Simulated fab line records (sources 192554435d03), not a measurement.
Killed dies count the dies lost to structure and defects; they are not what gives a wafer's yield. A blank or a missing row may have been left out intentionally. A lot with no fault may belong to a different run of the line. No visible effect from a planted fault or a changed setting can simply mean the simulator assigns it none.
Matching of chambers -- flow n5Finfet -- rieDiel-01 running N5_BEOL_M9_ETCH_62: 3 sister chambers
The step etches SOC in N2/H2, target depth 110 nm, overetch 22 nm, time 165 s. 3 wafers are shown with their chamber, then 7 later ones without.

== WAFERS WITH THEIR CHAMBER ==
wafer,chamber,showerheadPlenumPTorr (Torr)
L087.3,0,2.58
L090.1,1,2.57
L090.6,2,2.50

== WAFERS MISSING THEIR CHAMBER ==
wafer,showerheadPlenumPTorr (Torr)
L093.6,2.50
L096.2,2.56
L096.3,2.49
L096.4,2.56
L097.2,2.56
L097.3,2.57
L097.6,2.56

== CHAMBER TAKEN BY EACH ==
wafer,from the rows above,in truth
L093.6,2,2
L096.2,can't be placed: 1 or 0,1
L096.3,2,2
L096.4,can't be placed: 1 or 0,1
L097.2,can't be placed: 1 or 0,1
L097.3,can't be placed: 1 or 0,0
L097.6,can't be placed: 1 or 0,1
2 of 7 placed correctly. Unplaceable from these rows: 5, with the true chamber sitting among the candidates in 5. Number placed wrongly: 0.
How it was worked out, from the rows above alone: a wafer's distance from a chamber is the root of the sum, over the readings, of the square of ((its reading less the chamber's mean) divided by the reading's scatter). If the next closest chamber is less than 2 further off than the closest, the wafer can't be placed; otherwise it belongs to the closest. Each chamber's mean is taken over the wafers shown for it. The scatter: with one shown wafer a chamber, the root of the mean of the squares of how far each hidden wafer lies from its nearest shown one.
